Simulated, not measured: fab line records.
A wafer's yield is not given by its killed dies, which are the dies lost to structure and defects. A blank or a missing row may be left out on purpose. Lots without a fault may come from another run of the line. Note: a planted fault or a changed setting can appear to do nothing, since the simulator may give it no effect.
A lot that was struck, set against a sound lot + flow n5-finfet + 16 steps out of a route of 1938
Sound: these wafers, L856.2, L856.3, L856.4. Struck: wafers L864.1, L864.6. The cause is named last.
Per side, at each step with rows, come the tool, then ch with its chambers, and then its first start. Under that, the readings that differ: sound wafers + struck wafers + difference of the means + sigmas: that difference in standard deviations of wafers without a fault.
alike: readings whose means differ by less than 2 such deviations, and words and numbers that are the same on both sides. not compared: withheld readings, readings that some wafer has no value for, bounds like >300 that may hide the same value, and numbers for which the record gives no deviation and whose values overlap.
Wherever a step has rows on one side only, a row that says differs or no value, or a row with sigmas, the two part there. Non-overlapping numbers with no deviation appear without sigmas and do not part them. A reading missing from all wafers of one side parts the sides only when that side holds two or more wafers.

first, 1 step without rows for these wafers: N5_SD_EPI_N_STRIP_47 (strips in CHF3/O2).
N5_SD_EPI_N_SD_RECESS_17: chemistry HBr/Cl2/O2, target depth 41 nm, time 23.7 s, bt time 3 s.
  sound on rie-si-04 ch 0,1,3, day 5 12:53; struck on rie-si-01 ch 1,3, day 7 14:25
  alike: chamber-pressure-mTorr, drypump-motor-current-A, oes-product-au, throttle-valve-pct
  not compared: rf-hours-counter-h
N5_SD_EPI_N_STRIP_38: strips in N2/H2.
  sound on plasma-asher-01 ch 0,1, day 5 12:59; struck on plasma-asher-02 ch 0,1, day 7 14:31
| reading                     | sound          | struck    | difference | sigmas |
|-----------------------------|----------------|-----------|------------|--------|
| drypump-motor-current-A (A) | 5.69 5.46 5.67 | 5.17 4.96 | -0.54      | -2     |
  alike: heater-power-w, oes-product-au
  not compared: rf-hours-counter-h
then, 4 steps without rows for these wafers: N5_SD_EPI_N_WET_ETCH_43 (etches SiO2 in dHF, time 14 s, target depth 1.5 nm); N5_SD_EPI_N_STRIP_18 (strips in SPM, time 750 s); N5_SD_EPI_N_SRD_20 (time 30 s); N5_SD_EPI_N_PRECLEAN_48 (cleans in NF3:NH3, afs cycles 2, time 20 s, sublimation time 60 s).
N5_SD_EPI_N_VAPOR_ETCH_50: etches Si in HCl, time 54 s.
  sound on epi-rpcvd-04 ch 0, day 5 13:52; struck on epi-rpcvd-02 ch 0, day 7 15:14
  alike: lamp-inner-pct, throttle-valve-pct
then, 1 step without rows for these wafers: N5_SD_EPI_N_EPI_21 (deposits Si:P, time 690 s).
N5_SD_EPI_N_EPI_MEAS_23:
  sound on film-metro-02 at day 5 16:20; struck on film-metro-01 at day 7 17:07
  alike: thk-nm
then, 2 steps without rows for these wafers: N5_SD_EPI_N_PRECLEAN_24 (cleans in O3/DIW, time 60 s); N5_SD_EPI_N_SRD_25 (time 30 s).
N5_SD_EPI_N_PRECLEAN_49: cleans in NF3:NH3, afs cycles 1, time 20 s, sublimation time 60 s.
  sound on remote-plasma-02 ch 0, day 5 16:29; struck on remote-plasma-02 ch 1, day 7 17:14
| reading    | sound    | struck        | difference | sigmas |
|------------|----------|---------------|------------|--------|
| time-s (s) | 20 20 20 | 21.147 21.147 | +1.147     |        |
N5_SD_EPI_N_LINER_46: material SiNx, target thk 3 nm.
  sound on ald-sin-01 ch 0,1,3, day 5 16:42; struck on ald-sin-01 ch 1, day 7 17:26
  alike: heater-power-w
-- here the record skips 5 days between the struck wafers' starts before and after, leaving off in module SD_EPI_N and picking up in module BEOL_M4 (first step shown: number 1111 of the route) --
N5_BEOL_M4_RC_MEAS_101:
  sound on prober-01 ch 0, day 10 19:07; struck on prober-01 ch 0, day 12 16:50
| reading        | sound          | struck    | difference | sigmas |
|----------------|----------------|-----------|------------|--------|
| DIBL_N (mV/V)  | 35.3 33.1 36.2 | 39.6 37.7 | +3.8       | +2     |
| DIBL_P (mV/V)  | 36.0 32.4 36.8 | 40.8 38.0 | +4.3       | +2     |
| IOFF_N (nA/um) | 0.15 0.11 0.15 | 0.21 0.19 | +0.06      | +2     |
| IOFF_P (nA/um) | 0.18 0.14 0.19 | 0.29 0.22 | +0.08      | +2     |
| SS_N (mV/dec)  | 70.9 70.6 70.8 | 72.4 72.4 | +1.6       | +3     |
| SS_P (mV/dec)  | 73.3 72.2 72.1 | 75.0 73.3 | +1.6       | +3     |
| VT_P (mV)      | -253 -256 -255 | -247 -247 | +8         | +2     |
  alike: ION_N, ION_P, VT_N
-- a jump in the record: the struck wafers' starts before and after are 4 days apart (it breaks off in module BEOL_M4 and resumes in module PASSIVATION, where the first step shown is number 1936 of the route) --
N5_PASSIVATION_PROBE_49:
  the record has rows for the struck wafers here (prober-01, day 17 02:53) and none for the sound ones

== WHERE THEY PART ==
First at N5_SD_EPI_N_STRIP_38; last, within this record, at N5_PASSIVATION_PROBE_49.

WHY: what had been put in by the simulator
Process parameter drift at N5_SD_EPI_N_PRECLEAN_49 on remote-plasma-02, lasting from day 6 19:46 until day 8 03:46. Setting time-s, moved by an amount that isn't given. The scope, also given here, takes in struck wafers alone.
